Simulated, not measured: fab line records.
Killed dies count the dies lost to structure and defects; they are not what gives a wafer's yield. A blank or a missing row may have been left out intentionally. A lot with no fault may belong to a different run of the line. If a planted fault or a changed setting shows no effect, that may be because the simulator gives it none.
Split-lot trial ; flow n5_finfet ; 7 lots, 21 wafers read, on a route of 1938 steps

## SPLIT DETAILS
At N5_BEOL_M10_COAT_63 (time 60 s, resist thk 100 nm), the setting spin_rpm was moved away from the recipe's 1500 rpm on 8 of the 21 wafers read, by -10.1% to +8.7%. For the rest of the wafers, this setting stayed at what the recipe calls for.

## FROM THE SPLIT TO THE READING: what the file shows between them, 7 steps
- N5_BEOL_M10_PEB_26: peb time 60 s (also split here: peb_time_s)
- N5_BEOL_M10_DEVELOP_27: develop time 30 s
- N5_BEOL_M10_CD_MEAS_28: target cd 70 nm
- N5_BEOL_M10_DESCUM_33: chemistry O2, time 7.9 s
- N5_BEOL_M10_ETCH_65: etches SiARC in CF4, target depth 39 nm, time 65 s
- N5_BEOL_M10_ETCH_66: etches SOC in N2/H2, target depth 120 nm, overetch 24 nm, time 180 s
- N5_BEOL_M10_STRIP_69: strips in N2/H2

## THE READING
SOC_of_BEOL_M10_COAT_63.thk_nm (the simulator's own value, which no gauge read), in nm, at N5_BEOL_M10_VIA_ETCH_34 (etches SiCOH lowk in C4F6/O2, target depth 184.5 nm, time 69.2 s). There is no usual value for it anywhere in the file. Across the 13 wafers here that went through the recipe, the average is 91.9 nm and the standard deviation 0.35 nm.

wafer;tool, chamber at the split;spin_rpm as run, rpm;against the recipe;SOC_of_BEOL_M10_COAT_63.thk_nm, nm;against lot-mates on the recipe
L077.1;litho_track-03, 0;1500;recipe;91.4;-
L077.3;litho_track-03, 0;1376;-8.3%;96.2;+4.8
L077.4;litho_track-03, 0;1376;-8.3%;96;+4.6
L080.1;litho_track-03, 0;1500;recipe;92.4;-
L080.3;litho_track-03, 0;1500;recipe;92.4;-
L080.4;litho_track-03, 0;1500;recipe;92.2;-
L082.1;litho_track-01, 0;1413;-5.8%;95;+3.4
L082.4;litho_track-01, 0;1500;recipe;91.4;-
L082.6;litho_track-01, 0;1500;recipe;91.8;-
L086.2;litho_track-05, 0;1500;recipe;91.8;-
L086.4;litho_track-05, 0;1500;recipe;91.6;-
L086.6;litho_track-05, 0;1348;-10.1%;97.6;+5.9
L091.1;litho_track-01, 0;1500;recipe;91.8;-
L091.2;litho_track-01, 0;1500;recipe;92.2;-
L091.3;litho_track-01, 0;1500;recipe;91.4;-
L095.2;litho_track-03, 0;1500;recipe;91.8;-
L095.3;litho_track-03, 0;1500;recipe;92;-
L095.6;litho_track-03, 0;1631;+8.7%;87.8;-4.1
L094.3;litho_track-01, 0;1585;+5.7%;89.2;no lot-mate on the recipe
L094.6;litho_track-01, 0;1585;+5.7%;89.2;no lot-mate on the recipe
L094.5;litho_track-01, 0;1585;+5.7%;89;no lot-mate on the recipe

FIT RESULTS
A straight line over all 21 wafers: SOC_of_BEOL_M10_COAT_63.thk_nm changes by -0.511 nm for each +1% of spin_rpm; r = -0.99; the points scatter about the line by 0.33 nm.
The same after taking each lot's own level away (the mean of its wafers on the recipe; 18 wafers): -0.546 nm for each +1%; r = -0.99; scatter 0.26 nm.
The reading moves by 5.5 nm for the largest change in spin_rpm, on that fit.
Measured against the standard deviation above, the lots' own levels, which go from 91.40 to 92.33 nm, span 2.7 times it.
Hence the lot-to-lot level has little effect on the slope; both slopes agree.
Check: for one of the wafers moved furthest among these (-10.1%), held out of the fit, the line's prediction against its lot-mates is +5.51 nm. It came out at +5.9 nm against them.

## THE OTHER SPLITS THESE WAFERS WENT THROUGH
Other splits were also applied to these wafers ahead of the reading. Each is held against what the fit with the lots' levels taken away leaves over:
other split on the same wafers;wafers away from the commonest value;r with SOC_of_BEOL_M10_COAT_63.thk_nm (lot level and that fit taken away)
N5_BEOL_M8_EXPOSE_25 dose_mj;9;-0.03
N5_BEOL_M9_ILD_DEP_00 time_s;8;-0.45
N5_BEOL_M9_COAT_60 spin_rpm;6;+0.01
N5_BEOL_M10_PEB_26 peb_time_s;3;-0.18

## THE WHOLE CHAIN: every reading that the file lists as answering this split, in the file's order
step;what it does;reading;change (the file's fit);r (the file's)
N5_BEOL_M10_COAT_63;time 60 s, resist thk 100 nm;SOC_of_BEOL_M10_COAT_63.thk_nm (the simulator's own value, which no gauge read);-0.528 nm for each +1% of the setting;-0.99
N5_BEOL_M10_ETCH_66;etches SOC in N2/H2, target depth 120 nm, overetch 24 nm, time 180 s;etch.depth_nm (the simulator's own value, which no gauge read);-0.53 nm for each +1% of the setting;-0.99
N5_BEOL_M10_VIA_ETCH_34;etches SiCOH lowk in C4F6/O2, target depth 184.5 nm, time 69.2 s;SOC_of_BEOL_M10_COAT_63.thk_nm (the simulator's own value, which no gauge read);-0.549 nm for each +1% of the setting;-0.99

## FILE'S OWN FIT
SOC_of_BEOL_M10_COAT_63.thk_nm changes by -0.549 nm for each +1% of spin_rpm, r = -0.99.
